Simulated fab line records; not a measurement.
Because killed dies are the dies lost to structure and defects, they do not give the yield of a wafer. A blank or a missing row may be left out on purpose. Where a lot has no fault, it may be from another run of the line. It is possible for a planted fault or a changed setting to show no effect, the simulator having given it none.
fab line records -- flow n5_finfet -- part 1 of 2: steps 1 to 4 of 6
record lots=22, wafers=66, last_day=17
route steps=1938 shown BEOL_M0_SAQP@665 BEOL_M0@717
lots that met no fault: from a run of the same line without faults
start_h: hours from the record's first day to the start of the lot's first wafer shown -- wait_h: time in hours since the lot's previous step -- " identical to the entry in the row above -- L1.1+2: several wafers, shown together as one row -- - no value, or no start given -- * or withheld: withheld -- < > ~ a bound
route shown NAME@n: a module of which the file shows steps, and the number in the route of the first -- usual: mean and standard deviation over wafers with no fault -- same: alike in all rows -- chamber/n: place in a boat -- sites: each site's reading -- _std_site: standard deviation across them -- _edge_site: the outer-site mean with the inner-site mean subtracted -- radius_mm: for every site, how far away it sits from the centre of the wafer -- mask NAME#n: copy n -- behind: tool/chamber where the wafer was last shaped -- hold: what put the lot on hold/how long, in hours/how the hold closed -- device: the n, p or np transistor that did not switch -- end of line: the tests these same wafers got at the end of their route -- a step with no rows: only its recipe -- killed: dies that structure and defects cost at the first sort, which is not the same as the wafer's yield -- map: a wafer's dies, marking killed ones x, the rest . and places with no die _
set.NAME: the run value of the setting; set.NAME@STEP: its run value at that earlier step -- model.NAME: the simulator's own value behind a step, which no gauge read
route steps across a sampled set of lots; one table per step, one row per wafer
services: when a tool's chamber went out of use (start_h, in hours from the record's first day, below 0 if earlier), for how many hours, and the reason
## steps
# step N5_BEOL_M0_SAQP_MANDREL1_REMOVE_100
# recipe chemistry=HBr/Cl2/O2, bt_time_s=10, target=a-Si, stop_on=SiNx, endpoint=OES-SiCl, over_etch_frac=0.85, icp_w=600, bias_w=30, HBr_flow_sccm=150, Cl2_flow_sccm=80, O2_flow_sccm=5, pressure_mtorr=10
# usual drypump_motor_current_A=5.7/0.5, he_backside_leak_sccm=2.8/0.36, oes_o_777_au=0.992/0.025, oes_product_au=0.996/0.013, throttle_valve_pct=36.74/0.23
# same over_etch_frac=0.85
lot.wafer,tool,chamber,start_h,wait_h,drypump_motor_current_A,he_backside_leak_sccm,oes_o_777_au,oes_product_au,rf_hours_counter_h,throttle_valve_pct
L074.4,rie_si-04,0,108.48,0.0,5.5,3.0,0.972,0.990,5,36.47
L074.5,rie_si-04,2,108.48,0.0,6.1,3.2,0.969,0.989,-,36.93
L074.6,rie_si-04,3,108.48,0.0,6.2,2.7,0.997,0.972,-,36.33
L075.1,rie_si-04,3,116.84,0.1,6.2,2.7,0.991,0.984,7,36.31
L075.3,rie_si-04,1,116.84,0.1,4.8,2.7,0.979,0.981,112,36.85
L075.6,rie_si-04,1,116.84,0.1,4.8,2.7,0.978,0.986,-,36.86
L076.1,rie_si-05,2,124.30,0.1,6.1,3.7,1.002,0.998,194,36.80
L076.3,rie_si-05,1,124.30,0.1,6.3,3.5,0.969,1.001,139,36.91
L076.5,rie_si-05,3,124.30,0.1,6.1,2.8,1.040,1.020,-,37.00
L077.1,rie_si-04,2,131.05,0.1,6.0,3.2,0.966,0.996,193,36.94
L077.2,rie_si-04,1,131.05,0.1,4.8,2.6,0.978,0.974,112,36.88
L077.5,rie_si-04,0,131.05,0.1,5.5,3.0,0.969,0.993,-,36.49
L078.1,rie_si-03,0,134.75,0.1,4.9,2.6,1.035,1.001,80,36.65
L078.3,rie_si-03,1,134.75,0.1,5.4,2.6,0.997,0.996,5,36.82
L078.5,rie_si-03,0,134.75,0.1,4.9,2.6,1.033,1.006,-,36.65
L079.2,rie_si-03,1,140.06,0.1,5.4,2.7,0.997,0.984,5,36.85
L079.4,rie_si-03,2,140.06,0.1,5.8,2.7,0.973,1.004,36,37.16
L079.5,rie_si-03,1,140.06,0.1,5.4,2.7,0.994,0.992,-,36.84
L080.1,rie_si-05,0,141.46,0.1,6.0,2.4,0.959,1.009,46,36.89
L080.4,rie_si-05,3,141.46,0.1,6.1,2.7,1.038,1.027,125,37.02
L080.6,rie_si-05,0,141.46,0.1,6.0,2.4,0.967,0.995,-,36.89
L081.3,rie_si-03,0,151.61,0.1,4.9,2.5,1.032,1.011,80,36.68
L081.4,rie_si-03,3,151.61,0.1,5.8,2.4,1.012,1.010,158,36.52
L081.5,rie_si-03,2,151.61,0.1,5.8,2.9,0.967,1.011,-,37.13
L082.2,rie_si-03,2,158.91,0.1,5.8,2.8,0.958,1.001,36,37.14
L082.3,rie_si-03,3,158.91,0.1,5.9,2.5,1.023,1.001,158,36.51
L082.6,rie_si-03,1,158.91,0.1,5.4,2.5,0.993,0.989,-,36.85
L083.3,rie_si-03,1,166.86,0.1,5.3,2.5,1.002,0.983,5,36.82
L083.4,rie_si-03,3,166.86,0.1,5.8,2.4,1.012,1.001,159,36.51
L083.5,rie_si-03,0,166.86,0.1,4.9,2.5,1.041,0.986,-,36.65
L084.4,rie_si-04,3,171.18,0.1,6.2,2.8,0.989,0.975,-,36.33
L084.5,rie_si-04,1,171.18,0.1,4.8,2.7,0.977,0.979,-,36.86
L084.6,rie_si-04,0,171.18,0.1,5.5,3.1,0.969,1.002,-,36.49
L085.2,rie_si-05,2,176.47,0.1,6.0,2.5,1.006,1.013,0,36.84
L085.4,rie_si-05,2,176.47,0.1,6.0,2.5,1.009,1.014,-,36.85
L085.5,rie_si-05,3,176.47,0.1,6.1,2.6,1.028,1.021,-,37.02
L086.1,rie_si-03,1,179.39,0.1,5.4,2.6,0.998,0.991,6,36.84
L086.2,rie_si-03,0,179.39,0.1,4.9,2.6,1.035,0.996,81,36.64
L086.6,rie_si-03,0,179.39,0.1,4.9,2.7,1.035,1.001,-,36.67
L087.1,rie_si-05,2,186.10,0.1,6.1,2.3,1.010,1.014,0,36.85
L087.2,rie_si-05,1,186.10,0.1,6.3,3.5,0.975,0.995,140,36.92
L087.3,rie_si-05,2,186.10,0.1,6.1,2.3,1.013,1.013,-,36.86
L088.1,rie_si-03,3,198.11,0.1,5.9,2.4,1.015,1.015,159,36.52
L088.4,rie_si-03,1,198.11,0.1,5.4,2.5,1.006,0.984,6,36.82
L088.5,rie_si-03,3,198.11,0.1,5.8,2.4,1.015,1.000,-,36.53
L089.1,rie_si-03,3,201.75,0.1,5.9,2.5,1.020,1.016,159,36.53
L089.3,rie_si-03,1,201.75,0.1,5.3,2.4,0.999,0.986,6,36.83
L089.6,rie_si-03,3,201.75,0.1,5.9,2.5,1.019,1.005,-,36.52
L090.3,rie_si-04,0,205.29,0.1,5.5,3.2,0.971,1.000,7,36.48
L090.4,rie_si-04,2,205.29,0.1,6.1,2.8,0.964,1.004,1,36.78
L090.6,rie_si-04,2,205.29,0.1,6.1,2.7,0.956,0.973,-,36.78
L091.1,rie_si-04,2,213.10,0.1,6.0,2.8,0.965,1.000,1,36.77
L091.2,rie_si-04,1,213.10,0.1,4.8,2.7,0.976,0.983,114,36.85
L091.6,rie_si-04,3,213.10,0.1,6.2,2.8,0.983,0.975,-,36.32
L093.3,rie_si-05,1,222.47,0.1,6.3,3.3,0.972,0.993,141,36.91
L093.4,rie_si-05,3,222.47,0.1,6.1,2.6,1.032,1.017,126,37.01
L093.6,rie_si-05,0,222.47,0.1,6.0,2.3,0.963,0.995,-,36.89
L094.1,rie_si-05,3,230.02,0.1,6.1,2.7,1.037,1.019,126,37.00
L094.4,rie_si-05,0,230.02,0.1,6.0,2.3,0.965,0.997,48,36.88
L094.6,rie_si-05,2,230.02,0.1,6.0,2.4,1.011,1.020,-,36.85
L095.1,rie_si-04,0,239.37,0.1,5.6,3.2,0.972,0.984,8,36.49
L095.4,rie_si-04,3,239.37,0.1,6.1,2.9,0.996,0.972,9,36.31
L095.5,rie_si-04,2,239.37,0.1,6.1,2.8,0.965,0.986,-,36.77
L097.2,rie_si-04,1,247.78,0.1,4.8,2.6,0.982,0.982,114,36.86
L097.3,rie_si-04,2,247.78,0.1,6.1,2.9,0.965,0.992,1,36.77
L097.6,rie_si-04,2,247.78,0.1,6.1,2.8,0.966,0.986,-,36.77
# step N5_BEOL_M0_SAQP_ETCH_73
# recipe chemistry=CF4, target=SiARC, target_depth_a=195, mask_material=CAR-EUV, time_s=32.5, ion_energy_ev=80, pressure_mtorr=40, source_w=545, bias_w=36, Ar_flow_sccm=100, cf4_flow_sccm=100, ends=cleared
# usual drypump_motor_current_A=5.5/0.53, etch_rf_on_time_s=32.5/0.54, oes_product_au=0.68/0.063, rf_vpp_V=183.7/1.1, showerhead_plenum_p_Torr=2.12/0.066, throttle_valve_pct=15.44/0.16
lot.wafer,tool,chamber,start_h,wait_h,drypump_motor_current_A,etch_rf_on_time_s,oes_product_au,rf_hours_counter_h,rf_vpp_V,showerhead_plenum_p_Torr,throttle_valve_pct
L074.4,rie_diel-01,1,110.99,0.0,5.7,33.0,0.66,-,182.9,2.06,15.30
L074.5,rie_diel-01,2,110.99,0.0,4.9,31.8,0.73,-,184.2,2.09,15.29
L074.6,rie_diel-01,0,110.99,0.0,5.7,32.8,0.65,-,183.7,2.24,15.71
L075.1,rie_diel-01,1,119.41,0.0,5.8,32.6,0.66,132,183.8,2.06,15.31
L075.3,rie_diel-01,0,119.41,0.0,5.7,32.7,0.65,130,184.8,2.24,15.73
L075.6,rie_diel-01,1,119.41,0.0,5.8,32.9,0.64,-,182.4,2.06,15.30
L076.1,rie_diel-06,2,126.79,0.0,5.6,33.2,0.61,203,184.9,2.12,15.40
L076.3,rie_diel-06,3,126.79,0.0,5.9,32.1,0.76,30,183.8,2.09,15.25
L076.5,rie_diel-06,2,126.79,0.0,5.6,33.0,0.61,-,184.2,2.12,15.40
L077.1,rie_diel-06,3,133.78,0.0,5.9,32.2,0.75,34,183.7,2.09,15.27
L077.2,rie_diel-06,2,133.78,0.0,5.7,33.3,0.60,207,182.1,2.12,15.43
L077.5,rie_diel-06,2,133.78,0.0,5.6,33.4,0.59,-,184.0,2.12,15.43
L078.1,rie_diel-01,3,137.51,0.0,4.7,32.8,0.71,78,182.6,2.08,15.34
L078.3,rie_diel-01,2,137.51,0.0,5.0,32.0,0.71,61,184.0,2.09,15.32
L078.5,rie_diel-01,3,137.51,0.0,4.7,32.5,0.71,-,184.9,2.08,15.36
L079.2,rie_diel-01,2,143.78,0.0,4.9,31.3,0.72,63,182.4,2.09,15.32
L079.4,rie_diel-01,1,143.78,0.0,5.8,32.2,0.66,140,182.3,2.06,15.30
L079.5,rie_diel-01,2,143.78,0.0,4.9,31.8,0.72,-,184.4,2.09,15.34
L080.1,rie_diel-01,3,144.28,0.0,4.7,33.1,0.70,80,183.1,2.07,15.37
L080.4,rie_diel-01,2,144.28,0.0,5.0,32.0,0.71,63,184.1,2.09,15.32
L080.6,rie_diel-01,0,144.28,0.0,5.8,33.3,0.64,-,186.8,2.24,15.76
L081.3,rie_diel-01,1,154.69,0.0,5.7,32.5,0.65,143,181.7,2.06,15.32
L081.4,rie_diel-01,2,154.69,0.0,4.9,32.0,0.70,67,184.3,2.09,15.32
L081.5,rie_diel-01,0,154.69,0.0,5.7,33.0,0.64,-,185.2,2.23,15.76
L082.2,rie_diel-01,0,162.74,0.0,5.7,32.7,0.64,144,184.4,2.23,15.77
L082.3,rie_diel-01,3,162.74,0.0,4.7,32.5,0.71,86,184.6,2.07,15.36
L082.6,rie_diel-01,3,162.74,0.0,4.7,32.1,0.70,-,183.9,2.07,15.36
L083.3,rie_diel-02,3,169.21,0.0,5.6,32.9,0.59,204,183.2,2.20,15.67
L083.4,rie_diel-02,2,169.21,0.0,6.0,31.9,0.82,11,185.0,2.11,15.50
L083.5,rie_diel-02,1,169.21,0.0,6.0,32.0,0.87,-,182.5,2.10,15.38
L084.4,rie_diel-06,2,173.49,0.0,5.6,33.3,0.59,214,183.5,2.11,15.44
L084.5,rie_diel-06,2,173.49,0.0,5.6,32.8,0.59,-,183.1,2.11,15.44
L084.6,rie_diel-06,3,173.49,0.0,5.9,32.3,0.74,-,183.6,2.09,15.29
L085.2,rie_diel-06,0,179.76,0.0,5.8,32.0,0.81,13,183.9,2.10,15.27
L085.4,rie_diel-06,3,179.76,0.0,5.9,33.1,0.72,52,183.4,2.09,15.29
L085.5,rie_diel-06,1,179.76,0.0,6.7,33.7,0.73,-,184.8,2.26,15.52
L086.1,rie_diel-01,2,181.96,0.0,4.9,32.0,0.70,74,182.8,2.09,15.35
L086.2,rie_diel-01,1,181.96,0.0,5.7,32.5,0.65,150,183.0,2.06,15.33
L086.6,rie_diel-01,3,181.96,0.0,4.7,32.6,0.70,-,183.8,2.07,15.39
L087.1,rie_diel-01,2,188.62,0.0,4.9,31.9,0.69,75,184.2,2.09,15.34
L087.2,rie_diel-01,0,188.62,0.0,5.7,33.0,0.64,150,184.6,2.23,15.78
L087.3,rie_diel-01,1,188.62,0.0,5.8,32.3,0.65,150,183.3,2.06,15.34
L088.1,rie_diel-01,3,200.46,0.0,4.7,32.6,0.69,97,182.9,2.07,15.36
L088.4,rie_diel-01,2,200.46,0.0,4.9,32.1,0.69,79,183.3,2.08,15.34
L088.5,rie_diel-01,2,200.46,0.0,5.0,32.2,0.70,-,182.3,2.08,15.37
L089.1,rie_diel-01,3,204.31,0.0,4.6,32.5,0.70,98,183.6,2.07,15.39
L089.3,rie_diel-01,0,204.31,0.0,5.7,33.3,0.63,155,184.1,2.23,15.78
L089.6,rie_diel-01,3,204.31,0.0,4.7,32.6,0.70,-,182.0,2.07,15.41
L090.3,rie_diel-06,1,207.95,0.0,6.6,32.8,0.73,59,184.2,2.25,15.53
L090.4,rie_diel-06,2,207.95,0.0,5.7,33.2,0.59,226,184.3,2.11,15.46
L090.6,rie_diel-06,3,207.95,0.0,5.9,32.4,0.71,-,184.3,2.08,15.31
L091.1,rie_diel-06,2,215.79,0.0,5.6,33.0,0.59,228,184.2,2.11,15.47
L091.2,rie_diel-06,3,215.79,0.0,5.9,32.3,0.72,63,182.4,2.08,15.31
L091.6,rie_diel-06,2,215.79,0.0,5.7,33.2,0.58,-,182.4,2.11,15.45
L093.3,rie_diel-01,3,226.41,0.0,4.7,32.5,0.69,106,183.6,2.07,15.41
L093.4,rie_diel-01,1,226.41,0.0,5.8,32.7,0.64,163,183.1,2.05,15.35
L093.6,rie_diel-01,2,226.41,0.0,5.0,32.1,0.69,-,183.7,2.08,15.40
L094.1,rie_diel-06,2,233.20,0.0,5.6,32.9,0.59,237,181.5,2.11,15.48
L094.4,rie_diel-06,3,233.20,0.0,5.9,31.7,0.71,73,182.4,2.08,15.34
L094.6,rie_diel-06,1,233.20,0.0,6.6,32.5,0.73,-,185.2,2.25,15.55
L095.1,rie_diel-01,0,242.03,0.0,5.7,33.0,0.62,169,184.2,2.22,15.81
L095.4,rie_diel-01,2,242.03,0.0,4.9,31.8,0.68,93,183.4,2.08,15.37
L095.5,rie_diel-01,0,242.03,0.0,5.8,33.1,0.62,-,184.8,2.22,15.81
L097.2,rie_diel-01,1,250.42,0.0,5.8,32.5,0.63,171,181.7,2.05,15.38
L097.3,rie_diel-01,2,250.42,0.0,4.9,31.7,0.68,95,184.2,2.08,15.40
L097.6,rie_diel-01,2,250.42,0.0,4.9,31.6,0.68,-,183.3,2.08,15.36
# step N5_BEOL_M0_SAQP_ALD_48
# recipe material=SiO2, target_thk_a=200, temp_c=100, ald_precursor_family=BDEAS, ald_co_reactant=O2-plasma, pulse_time_s=1, co_reactant_pulse_time_s=1, purge_time_s=2, co_reactant_purge_time_s=2, ald_cycles=139, pressure_torr=2
# usual heater_power_w=79/6.3, precursor_pulse_height_rel=1.002/0.019
# same co_reactant_purge_time_s=2
lot.wafer,tool,chamber,start_h,wait_h,heater_power_w,precursor_pulse_height_rel,since_wet_clean_h
L074.4,ald_sin-01,0,111.20,0.0,69,0.993,300
L074.5,ald_sin-01,1,111.20,0.0,90,0.996,-
L074.6,ald_sin-01,0,111.20,0.0,71,0.982,-
L075.1,ald_sin-01,3,119.64,0.0,70,1.020,309
L075.3,ald_sin-01,0,119.64,0.0,69,0.991,309
L075.6,ald_sin-01,3,119.64,0.0,69,1.030,-
L076.1,ald_sin-03,0,127.02,0.0,75,0.983,28
L076.3,ald_sin-03,2,127.02,0.0,72,1.037,28
L076.5,ald_sin-03,1,127.02,0.0,85,1.015,-
L077.1,ald_sin-01,2,134.25,0.2,76,0.989,323
L077.2,ald_sin-01,1,134.25,0.2,93,0.993,323
L077.5,ald_sin-01,1,134.25,0.2,89,0.995,-
L078.1,ald_sin-02,1,138.97,1.3,75,1.022,131
L078.3,ald_sin-02,0,138.97,1.3,85,1.009,131
L078.5,ald_sin-02,1,138.97,1.3,77,1.003,-
L079.2,ald_sin-03,0,144.01,0.0,75,0.986,45
L079.4,ald_sin-03,2,144.01,0.0,72,0.973,45
L079.5,ald_sin-03,0,144.01,0.0,74,1.039,-
L080.1,ald_sin-03,1,144.52,0.0,85,1.031,45
L080.4,ald_sin-03,3,144.52,0.0,86,1.017,45
L080.6,ald_sin-03,1,144.52,0.0,85,0.940,-
L081.3,ald_sin-02,2,156.46,1.6,79,0.971,149
L081.4,ald_sin-02,3,156.46,1.6,81,0.988,149
L081.5,ald_sin-02,0,156.46,1.6,84,1.014,-
L082.2,ald_sin-03,0,163.39,0.4,74,1.008,64
L082.3,ald_sin-03,3,163.39,0.4,86,0.981,64
L082.6,ald_sin-03,1,163.39,0.4,85,0.984,-
L083.3,ald_sin-03,2,169.45,0.0,72,1.026,70
L083.4,ald_sin-03,0,169.45,0.0,76,1.003,70
L083.5,ald_sin-03,0,169.45,0.0,74,0.991,-
L084.4,ald_sin-02,0,174.15,0.5,85,1.004,166
L084.5,ald_sin-02,2,174.15,0.5,75,0.968,-
L084.6,ald_sin-02,3,174.15,0.5,80,1.004,-
L085.2,ald_sin-03,0,180.01,0.0,74,0.980,81
L085.4,ald_sin-03,3,180.01,0.0,87,0.981,81
L085.5,ald_sin-03,3,180.01,0.0,88,0.994,-
L086.1,ald_sin-03,2,182.19,0.0,71,0.971,83
L086.2,ald_sin-03,0,182.19,0.0,73,1.018,83
L086.6,ald_sin-03,1,182.19,0.0,85,0.994,-
L087.1,ald_sin-03,2,188.91,0.1,71,0.989,90
L087.2,ald_sin-03,0,188.91,0.1,76,0.989,90
L087.3,ald_sin-03,1,188.91,0.1,86,1.003,90
L088.1,ald_sin-02,2,200.69,0.0,78,1.002,193
L088.4,ald_sin-02,0,200.69,0.0,85,1.008,193
L088.5,ald_sin-02,2,200.69,0.0,79,0.991,-
L089.1,ald_sin-03,0,204.54,0.0,75,1.043,105
L089.3,ald_sin-03,1,204.54,0.0,86,1.016,105
L089.6,ald_sin-03,2,204.54,0.0,72,1.006,-
L090.3,ald_sin-03,3,208.18,0.0,87,1.000,109
L090.4,ald_sin-03,1,208.18,0.0,88,0.996,109
L090.6,ald_sin-03,3,208.18,0.0,85,1.013,-
L091.1,ald_sin-02,2,216.02,0.0,80,0.984,208
L091.2,ald_sin-02,1,216.02,0.0,75,1.026,208
L091.6,ald_sin-02,1,216.02,0.0,75,0.999,-
L093.3,ald_sin-02,2,226.81,0.2,76,0.988,219
L093.4,ald_sin-02,2,226.81,0.2,80,1.019,-
L093.6,ald_sin-02,1,226.81,0.2,76,0.990,-
L094.1,ald_sin-03,2,233.80,0.4,71,0.968,135
L094.4,ald_sin-03,1,233.80,0.4,84,1.029,135
L094.6,ald_sin-03,3,233.80,0.4,85,0.989,-
L095.1,ald_sin-02,1,242.54,0.3,75,1.005,235
L095.4,ald_sin-02,3,242.54,0.3,81,1.015,235
L095.5,ald_sin-02,0,242.54,0.3,81,1.008,-
L097.2,ald_sin-01,0,250.65,0.0,67,1.012,58
L097.3,ald_sin-01,2,250.65,0.0,79,1.026,58
L097.6,ald_sin-01,0,250.65,0.0,68,0.991,-
# step N5_BEOL_M0_SAQP_STRIP_75
# recipe chemistry=CF4, resist=SiARC, power_w=300, bias_power_w=75, pressure_mtorr=50, cf4_flow_sccm=150, rf_frequency_hz=6e+07
# usual drypump_motor_current_A=5.7/0.44, oes_product_au=0.186/0.021, rf_vpp_V=270.8/1.4, showerhead_plenum_p_Torr=1.78/0.047, throttle_valve_pct=13.44/0.18
lot.wafer,tool,chamber,start_h,wait_h,drypump_motor_current_A,oes_product_au,rf_hours_counter_h,rf_vpp_V,showerhead_plenum_p_Torr,throttle_valve_pct
L074.4,rie_diel-01,2,111.84,0.0,4.9,0.192,-,270.7,1.76,13.28
L074.5,rie_diel-01,0,111.84,0.0,5.7,0.177,-,272.9,1.87,13.66
L074.6,rie_diel-01,1,111.84,0.0,5.8,0.176,-,268.3,1.73,13.31
L075.1,rie_diel-06,3,120.27,0.1,5.9,0.204,28,269.9,1.75,13.21
L075.3,rie_diel-06,2,120.27,0.1,5.7,0.168,201,270.9,1.77,13.42
L075.6,rie_diel-06,3,120.27,0.1,5.9,0.209,-,270.6,1.75,13.21
L076.1,rie_diel-02,0,127.64,0.1,5.9,0.163,201,270.8,1.77,13.65
L076.3,rie_diel-02,3,127.64,0.1,5.6,0.161,188,272.9,1.85,13.64
L076.5,rie_diel-02,0,127.64,0.1,5.9,0.161,-,268.9,1.77,13.65
L077.1,rie_diel-06,2,135.02,0.1,5.6,0.169,208,271.0,1.77,13.45
L077.2,rie_diel-06,3,135.02,0.1,5.9,0.200,35,270.6,1.75,13.22
L077.5,rie_diel-06,3,135.02,0.1,5.9,0.204,-,269.4,1.75,13.23
L078.1,rie_diel-06,2,139.65,0.1,5.6,0.167,210,270.8,1.77,13.44
L078.3,rie_diel-06,2,139.65,0.1,5.6,0.167,-,269.5,1.77,13.45
L078.5,rie_diel-06,2,139.65,0.1,5.6,0.158,-,271.3,1.77,13.45
L079.2,rie_diel-06,3,144.69,0.1,5.9,0.201,40,271.3,1.75,13.23
L079.4,rie_diel-06,0,144.69,0.1,5.8,0.233,-,270.0,1.76,13.17
L079.5,rie_diel-06,0,144.69,0.1,5.8,0.234,-,270.8,1.76,13.18
L080.1,rie_diel-06,1,145.20,0.1,6.7,0.199,38,273.5,1.89,13.41
L080.4,rie_diel-06,3,145.20,0.1,5.9,0.199,-,270.7,1.75,13.23
L080.6,rie_diel-06,1,145.20,0.1,6.6,0.211,-,273.9,1.89,13.42
L081.3,rie_diel-01,2,157.13,0.1,4.9,0.188,67,270.3,1.75,13.29
L081.4,rie_diel-01,1,157.13,0.1,5.8,0.181,144,268.5,1.73,13.34
L081.5,rie_diel-01,3,157.13,0.1,4.7,0.191,-,268.6,1.74,13.34
L082.2,rie_diel-02,2,164.01,0.1,6.0,0.218,10,269.2,1.77,13.43
L082.3,rie_diel-02,0,164.01,0.1,6.0,0.167,216,270.8,1.77,13.69
L082.6,rie_diel-02,2,164.01,0.1,6.0,0.218,-,268.9,1.77,13.42
L083.3,rie_diel-01,2,170.07,0.1,4.9,0.184,71,270.5,1.75,13.32
L083.4,rie_diel-01,1,170.07,0.1,5.8,0.170,147,270.6,1.73,13.35
L083.5,rie_diel-01,2,170.07,0.1,4.9,0.191,-,269.4,1.75,13.31
L084.4,rie_diel-01,2,174.85,0.1,4.9,0.186,72,268.4,1.75,13.32
L084.5,rie_diel-01,3,174.85,0.1,4.7,0.194,-,271.4,1.74,13.36
L084.6,rie_diel-01,0,174.85,0.1,5.8,0.172,-,273.3,1.87,13.72
L085.2,rie_diel-06,1,180.64,0.1,6.6,0.194,51,272.7,1.88,13.45
L085.4,rie_diel-06,2,180.64,0.1,5.6,0.162,217,271.7,1.77,13.46
L085.5,rie_diel-06,1,180.64,0.1,6.6,0.208,-,276.5,1.88,13.45
L086.1,rie_diel-02,3,182.82,0.1,5.6,0.157,209,271.6,1.84,13.67
L086.2,rie_diel-02,2,182.82,0.1,6.0,0.204,16,271.3,1.77,13.42
L086.6,rie_diel-02,0,182.82,0.1,5.9,0.164,-,271.7,1.77,13.70
L087.1,rie_diel-02,3,189.53,0.1,5.6,0.163,210,272.3,1.84,13.67
L087.2,rie_diel-02,1,189.53,0.1,6.1,0.220,6,271.2,1.75,13.30
L087.3,rie_diel-02,2,189.53,0.1,6.0,0.214,17,270.1,1.77,13.46
L088.1,rie_diel-01,2,201.32,0.1,5.0,0.181,79,269.5,1.75,13.36
L088.4,rie_diel-01,3,201.32,0.1,4.7,0.192,97,269.8,1.74,13.36
L088.5,rie_diel-01,0,201.32,0.1,5.7,0.172,-,272.0,1.86,13.75
L089.1,rie_diel-01,2,205.17,0.1,4.9,0.182,80,269.4,1.75,13.35
L089.3,rie_diel-01,3,205.17,0.1,4.7,0.186,98,269.4,1.74,13.39
L089.6,rie_diel-01,1,205.17,0.1,5.7,0.166,-,271.3,1.72,13.36
L090.3,rie_diel-01,2,208.80,0.1,5.0,0.183,81,271.6,1.75,13.35
L090.4,rie_diel-01,0,208.80,0.1,5.7,0.172,156,272.3,1.86,13.73
L090.6,rie_diel-01,1,208.80,0.1,5.7,0.169,-,269.1,1.72,13.36
L091.1,rie_diel-06,0,216.65,0.1,5.8,0.219,24,269.9,1.76,13.24
L091.2,rie_diel-06,2,216.65,0.1,5.7,0.164,229,270.2,1.77,13.48
L091.6,rie_diel-06,0,216.65,0.1,5.8,0.218,-,269.8,1.76,13.24
L093.3,rie_diel-01,3,227.91,0.1,4.7,0.190,107,269.9,1.74,13.41
L093.4,rie_diel-01,2,227.91,0.1,5.0,0.182,88,269.2,1.75,13.36
L093.6,rie_diel-01,1,227.91,0.1,5.8,0.174,-,269.5,1.72,13.39
L094.1,rie_diel-02,2,234.42,0.1,6.0,0.209,27,270.8,1.77,13.47
L094.4,rie_diel-02,0,234.42,0.1,5.9,0.159,233,269.7,1.77,13.73
L094.6,rie_diel-02,1,234.42,0.1,6.0,0.214,-,269.8,1.75,13.33
L095.1,rie_diel-06,1,243.17,0.1,6.7,0.199,67,272.1,1.88,13.49
L095.4,rie_diel-06,0,243.17,0.1,5.8,0.208,35,271.2,1.75,13.27
L095.5,rie_diel-06,3,243.17,0.1,5.9,0.184,-,270.0,1.74,13.30
L097.2,rie_diel-02,2,251.28,0.1,6.0,0.204,32,271.1,1.76,13.49
L097.3,rie_diel-02,1,251.28,0.1,6.0,0.207,21,270.6,1.75,13.32
L097.6,rie_diel-02,3,251.28,0.1,5.6,0.154,-,272.7,1.84,13.73
